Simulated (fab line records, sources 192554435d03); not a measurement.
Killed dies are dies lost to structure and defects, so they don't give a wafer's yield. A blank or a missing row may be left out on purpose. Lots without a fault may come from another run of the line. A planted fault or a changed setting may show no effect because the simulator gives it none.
Which tool did it? | flow n5_finfet | 12 lots, 36 wafers sampled, at 1 step of a route of 1938

WHAT THE GAUGES READ, wafer by wafer
N5_SDB_INSPECT_36: inspects for defects (darkfield).
lot  | measured    | on                | raw_defect_count
L075 | day 4 05:30 | defect_inspect-01 | 36 56 46
L077 | day 4 16:16 | defect_inspect-02 | 19 24 28
L079 | day 5 05:52 | defect_inspect-01 | 24 14 23
L081 | day 5 17:21 | defect_inspect-01 | 60 55 37
L083 | day 6 06:10 | defect_inspect-01 | 35 68 48
L085 | day 6 16:22 | defect_inspect-02 | 63 61 105
L087 | day 7 02:51 | defect_inspect-01 | 62 47 43
L089 | day 7 21:26 | defect_inspect-01 | 57 28 57
L091 | day 8 06:31 | defect_inspect-01 | 49 61 58
L093 | day 8 17:34 | defect_inspect-02 | 35 74 78
L095 | day 9 07:56 | defect_inspect-01 | 16 28 25
L097 | day 9 21:22 | defect_inspect-02 | 52 41 64

WHICH TOOL RAN EACH LOT (tool, then ch and the chambers of the sampled wafers, then the start)
The record holds no process step before these readings.

THE ANSWER, worked out from the rows above alone
Rule: what is usual is taken from the lots themselves. Put in order of their means at a reading, lots are off if they are a third of the lots or fewer, leave a main group of 4 or more, and stand apart from it by a gap of 3 or more times the standard deviation of the main group's means; of several such gaps the widest counts. A main group whose means are all the same, to the digits that the tables above print for the reading, isn't used. A lot without any number at a reading at which 4 lots or more have one is off too. The other lots that the step has rows for count as sound.
No lot is off at any reading shown: from this, nothing can be told.

WHAT THE SIMULATOR HAD PUT IN
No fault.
